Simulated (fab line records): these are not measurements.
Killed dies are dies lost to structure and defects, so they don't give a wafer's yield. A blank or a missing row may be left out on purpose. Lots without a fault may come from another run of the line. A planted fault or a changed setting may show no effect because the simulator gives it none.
Comparing a struck lot with a sound one || flow n5 finfet || 16 out of 1938 route steps
Sound: these wafers, L383.3, L383.4, L383.5. Struck: wafer L376.5 (left out: L376.1, a lot-mate that was not struck); the cause follows at the end.
Per side, at each step with rows, come the tool, then ch with its chambers, and then its first start. Under that, the readings that differ: sound wafers || struck wafers || difference of the means || sigmas: that difference in standard deviations of wafers without a fault.
alike: readings whose means differ by less than 2 such deviations, and words and numbers that are the same on both sides. not compared: withheld readings, readings that some wafer has no value for, bounds like >300 that may hide the same value, and numbers for which the record gives no deviation and whose values overlap.
Wherever a step has rows on one side only, a row that says differs or no value, or a row with sigmas, the two part there. Numbers that have no deviation but don't overlap get no sigmas and don't part them. A reading that every wafer of one side lacks parts them only if that side has two wafers or more.

N5_FIN_CUT_PRECLEAN_35: cleans in vHF, time 13.3 s.
  sound on vapor etch-02 ch 0,1, day 5 15:03; struck on vapor etch-02 ch 0, day 3 21:29
  alike: drypump motor current A, temp c
N5_FIN_CUT_CUT_ETCH_15: etches Si in HBr/Cl2/O2, target depth 100 nm, bt time 10 s, time 42.4 s.
  sound on rie si-04 ch 2,3, day 5 15:07; struck on rie si-05 ch 1, day 3 21:34
  alike: drypump motor current A, oes product au, throttle valve pct
  not compared: rf hours counter h
N5_FIN_CUT_CUT_ETCH_28: etches Si in HBr/Cl2/O2, target depth 6 nm, time 2.4 s.
  sound on rie si-04 ch 2,3, day 5 15:10; struck on rie si-05 ch 1, day 3 21:37
  alike: drypump motor current A, oes product au, throttle valve pct
  not compared: rf hours counter h
N5_FIN_CUT_STRIP_22: strips in N2/H2.
  sound on rie diel-02 ch 1,2,3, day 5 15:14; struck on rie diel-06 ch 1, day 3 21:41
  alike: bias power w, drypump motor current A, oes product au, rf vpp V, showerhead plenum p Torr, temp c, throttle valve pct
  not compared: rf hours counter h
then, 3 steps without rows for these wafers: N5_FIN_CUT_PRECLEAN_36 (cleans in O3/DIW, time 60 s); N5_FIN_CUT_SRD_32 (time 30 s); N5_FIN_CUT_UV_OZONE_34 (time 120 s).
N5_FIN_CUT_INSPECT_17: inspects for defects (brightfield).
  sound on defect inspect-02 at day 5 15:24; struck on defect inspect-01 at day 3 21:52
  alike: raw defect count
then, 1 step without rows for these wafers: N5_STI_FIN_REVEAL_ALD_00 (deposits SiO2, target thk 1 nm, pulse time 1 s).
N5_STI_FIN_REVEAL_ALD_14: deposits Si3N4, target thk 3 nm.
  sound on ald sin-02 ch 0,1, day 5 16:02; struck on ald sin-02 ch 2, day 3 22:04
  alike: heater power outer w, heater power w
then, 2 steps without rows for these wafers: N5_STI_FIN_REVEAL_FCVD_FILL_01 (material SiO2 flowable, target thk 312 nm, time 512.2 s); N5_STI_FIN_REVEAL_DENSIFY_02 (time 1800 s).
N5_STI_FIN_REVEAL_CMP_04: polishes, stops on Si3N4, t overpolish 4 s, target thk 131.83 nm.
  sound on cmp-04 ch 0,1,2, day 5 21:10; struck on cmp-02 ch 0, day 4 03:13
{"reading": "motor current A (A)", "sound": "8.7 7.1 8.0", "struck": 10.4, "difference": "+2.5", "sigmas": "+2"}
{"reading": "time to endpoint s (s)", "sound": "119 119 120", "struck": 59, "difference": -60, "sigmas": -7}
  alike: overpolish run s, slurry flow ml min
N5_STI_FIN_REVEAL_THK_MEAS_05:
  sound on film metro-02 at day 5 21:23; struck on film metro-01 at day 4 03:24
{"reading": "thk nm (nm)", "sound": "131.3 131.3 132.4", "struck": 129.1, "difference": -2.6, "sigmas": -2}
then, 1 step without rows for these wafers: N5_STI_FIN_REVEAL_DENSIFY_30.
-- a jump in the record: the struck wafers' starts before and after are 13 days apart (it breaks off in module STI_FIN_REVEAL and resumes in module PASSIVATION, where the first step shown is number 1936 of the route) --
N5_PASSIVATION_PROBE_49:
  sound on prober-01 at day 17 16:37; struck on prober-01 at day 16 18:11
  alike: killed_at_M0_to_M3, killed_at_M4_up, killed at contacts, killed at front end, killed at other, killed dies, killed on rim, killed open, killed short

## WHERE THEY PART
Last at N5_STI_FIN_REVEAL_THK_MEAS_05 as far as this record goes, first at N5_STI_FIN_REVEAL_CMP_04. Later steps at which nothing parts them and some readings are alike: N5_PASSIVATION_PROBE_49.

WHY: the cause the simulator had injected
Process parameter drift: cmp-02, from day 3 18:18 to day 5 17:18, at N5_STI_FIN_REVEAL_CMP_04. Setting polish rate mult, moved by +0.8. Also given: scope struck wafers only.
